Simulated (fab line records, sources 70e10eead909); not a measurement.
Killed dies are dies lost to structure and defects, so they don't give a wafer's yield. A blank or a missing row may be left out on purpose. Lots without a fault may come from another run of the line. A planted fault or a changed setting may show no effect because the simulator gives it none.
Chamber matching | flow nand_harc | NHARC_P_BONDPAD_STRIP_15 on rie_diel-08: 4 sister chambers
The step strips in O2. 4 wafers are shown with their chamber, then 9 later ones without.

WAFERS WITH THEIR CHAMBER
wafer  | chamber | showerhead_plenum_p_Torr (Torr)
L079.5 | 3       | 3.64
L082.5 | 0       | 3.51
L083.5 | 2       | 3.52
L083.6 | 1       | 3.45

WAFERS WITHOUT THEIR CHAMBER
wafer  | showerhead_plenum_p_Torr (Torr)
L087.2 | 3.45
L087.3 | 3.64
L087.4 | 3.50
L089.3 | 3.45
L089.5 | 3.64
L089.6 | 3.52
L095.1 | 3.45
L095.2 | 3.64
L095.4 | 3.50

WHICH CHAMBER EACH WENT THROUGH
wafer  | from the rows above | in truth
L087.2 | 1                   | 1
L087.3 | 3                   | 3
L087.4 | 0                   | 0
L089.3 | 1                   | 1
L089.5 | 3                   | 3
L089.6 | 2                   | 2
L095.1 | 1                   | 1
L095.2 | 3                   | 3
L095.4 | 0                   | 0
Placed correctly: 9 of 9. Can't be placed from these rows: 0. Placed wrongly: 0.
How it was worked out, from the rows above alone: a wafer's distance from a chamber is the root of the sum, over the readings, of the square of ((its reading less the chamber's mean) divided by the reading's scatter). The wafer belongs to the nearest chamber; if the next one is less than 2 further off, it can't be placed. A chamber's mean is the mean of its shown wafers. The scatter: with one shown wafer a chamber, the root of the mean of the squares of how far each hidden wafer lies from its nearest shown one.
